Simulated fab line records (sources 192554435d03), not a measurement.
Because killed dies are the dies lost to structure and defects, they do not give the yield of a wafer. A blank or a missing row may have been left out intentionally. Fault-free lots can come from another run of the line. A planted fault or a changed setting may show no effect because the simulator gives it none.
Lot-split experiment | flow n5 finfet | route with 1938 steps; 7 lots, 39 wafers read

## SPLIT DETAILS
At N5_SDB_ALD_29 (deposits SiNx, target thk 30 nm, pulse time 1 s, ald cycles 600), the setting ald cycles was moved away from the recipe's 600 on 15 of the 39 wafers read, by -48.0% to +45.5%. All remaining wafers had this setting at the recipe value.

Reading taken at the split's own step.

## THE READING
SiNx_of_SDB_ALD_29.thk nm (the simulator's own value, which no gauge read), in nm, at N5_SDB_ALD_29 (deposits SiNx, target thk 30 nm, pulse time 1 s, ald cycles 600). The file gives no usual value for it. Here, 24 wafers ran the recipe; their average is 30.0 nm with a standard deviation of 0.099 nm.

wafer  | tool, chamber at the split | ald cycles as run | against the recipe | SiNx_of_SDB_ALD_29.thk nm, nm | against lot-mates on the recipe
L079.1 | ald sin-02, 1,3            | 417               | -30.5%             | 21                            | -9.0
L079.2 | ald sin-02, 1,3            | 417               | -30.5%             | 21                            | -9.0
L079.3 | ald sin-02, 2,0,1          | 600               | recipe             | 30                            | -
L079.5 | ald sin-02, 2,0,1          | 600               | recipe             | 30                            | -
L079.6 | ald sin-02, 2,0,1          | 600               | recipe             | 30                            | -
L079.4 | ald sin-02, 0              | 417               | -30.5%             | 20.8                          | -9.2
L080.1 | ald sin-01, 1,2            | 873               | +45.5%             | 43.6                          | +13.7
L080.6 | ald sin-01, 1,2            | 873               | +45.5%             | 43.6                          | +13.7
L080.2 | ald sin-01, 2              | 873               | +45.5%             | 43.4                          | +13.5
L080.3 | ald sin-01, 0,1            | 600               | recipe             | 29.8                          | -
L080.5 | ald sin-01, 0,1            | 600               | recipe             | 29.8                          | -
L080.4 | ald sin-01, 3              | 600               | recipe             | 30                            | -
L081.1 | ald sin-01, 3,0,1          | 600               | recipe             | 30                            | -
L081.4 | ald sin-01, 3,0,1          | 600               | recipe             | 30                            | -
L081.5 | ald sin-01, 3,0,1          | 600               | recipe             | 30                            | -
L081.2 | ald sin-01, 1,0            | 312               | -48.0%             | 15.4                          | -14.6
L081.6 | ald sin-01, 1,0            | 312               | -48.0%             | 15.4                          | -14.6
L081.3 | ald sin-01, 2              | 312               | -48.0%             | 15.6                          | -14.4
L086.1 | ald sin-02, 2,0,2          | 367               | -38.8%             | 18.4                          | -11.7
L086.2 | ald sin-02, 2,0,2          | 367               | -38.8%             | 18.4                          | -11.7
L086.6 | ald sin-02, 2,0,2          | 367               | -38.8%             | 18.4                          | -11.7
L086.3 | ald sin-02, 3              | 600               | recipe             | 30.2                          | -
L086.4 | ald sin-02, 1,3            | 600               | recipe             | 30                            | -
L086.5 | ald sin-02, 1,3            | 600               | recipe             | 30                            | -
L091.1 | ald sin-02, 2,1,3,0,2      | 600               | recipe             | 30                            | -
L091.2 | ald sin-02, 2,1,3,0,2      | 600               | recipe             | 30                            | -
L091.3 | ald sin-02, 2,1,3,0,2      | 600               | recipe             | 30                            | -
L091.4 | ald sin-02, 2,1,3,0,2      | 600               | recipe             | 30                            | -
L091.6 | ald sin-02, 2,1,3,0,2      | 600               | recipe             | 30                            | -
L091.5 | ald sin-02, 1              | 600               | recipe             | 30.2                          | -
L093.1 | ald sin-04, 3,0,1          | 600               | recipe             | 30                            | -
L093.5 | ald sin-04, 3,0,1          | 600               | recipe             | 30                            | -
L093.6 | ald sin-04, 3,0,1          | 600               | recipe             | 30                            | -
L096.1 | ald sin-04, 3,1            | 600               | recipe             | 30.2                          | -
L096.4 | ald sin-04, 3,1            | 600               | recipe             | 30.2                          | -
L096.2 | ald sin-04, 2,0            | 317               | -47.2%             | 15.8                          | -14.3
L096.5 | ald sin-04, 2,0            | 317               | -47.2%             | 15.8                          | -14.3
L096.3 | ald sin-04, 0              | 317               | -47.2%             | 16                            | -14.1
L096.6 | ald sin-04, 1              | 600               | recipe             | 30                            | -
If several chambers appear in one row, that row covers several wafers at once and the file leaves open which wafer was in which chamber.

THE FIT
A straight line over all 39 wafers: SiNx_of_SDB_ALD_29.thk nm changes by +0.3 nm for each +1% of ald cycles; r = +1.00; the points scatter about the line by 0.11 nm.
The same after taking each lot's own level away (the mean of its wafers on the recipe; 39 wafers): +0.301 nm for each +1%; r = +1.00; scatter 0.09 nm.
According to that fit, moving ald cycles by its largest amount changes the reading by 14 nm.
The span of the lots' own levels, 29.87 to 30.13 nm, comes to 2.7 times the standard deviation stated above.
The two slopes are in agreement: the lot-to-lot level therefore moves the slope only a little.
Check: for one of the wafers moved furthest among these (-48.0%), held out of the fit, the line's prediction against its lot-mates is -14.4 nm. It came out at -14.6 nm against them.

## FURTHER SPLITS ON THESE WAFERS
Other splits were also applied to these wafers ahead of the reading. Each is held against what the fit with the lots' levels taken away leaves over:
other split on the same wafers        | wafers away from the commonest value | r with SiNx_of_SDB_ALD_29.thk nm (lot level and that fit taken away)
N5_STI_FIN_REVEAL_ETCHBACK_08 time s  | 15                                   | +0.14
N5_SD_EPI_N_DEVELOP_08 develop time s | 15                                   | +0.01

## THE WHOLE CHAIN: every reading that the file lists as answering this split, in the file's order
step          | what it does                                                      | reading                                                                    | change (the file's fit)                                                              | r (the file's)
N5_SDB_ALD_29 | deposits SiNx, target thk 30 nm, pulse time 1 s, ald cycles 600   | SiNx_of_SDB_ALD_29.thk nm (the simulator's own value, which no gauge read) | +0.301 nm for each +1% of the setting                                                | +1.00
N5_SDB_CMP_30 | polishes, stops on poly-Si, t overpolish 1.54 s, target thk 30 nm | SiNx_of_SDB_ALD_29.thk nm (the simulator's own value, which no gauge read) | not straight: 15.47 at the lowest setting, 30.02 at the recipe, 31.13 at the highest | not given

## FILE'S OWN FIT
SiNx_of_SDB_ALD_29.thk nm changes by +0.301 nm for each +1% of ald cycles, r = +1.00.
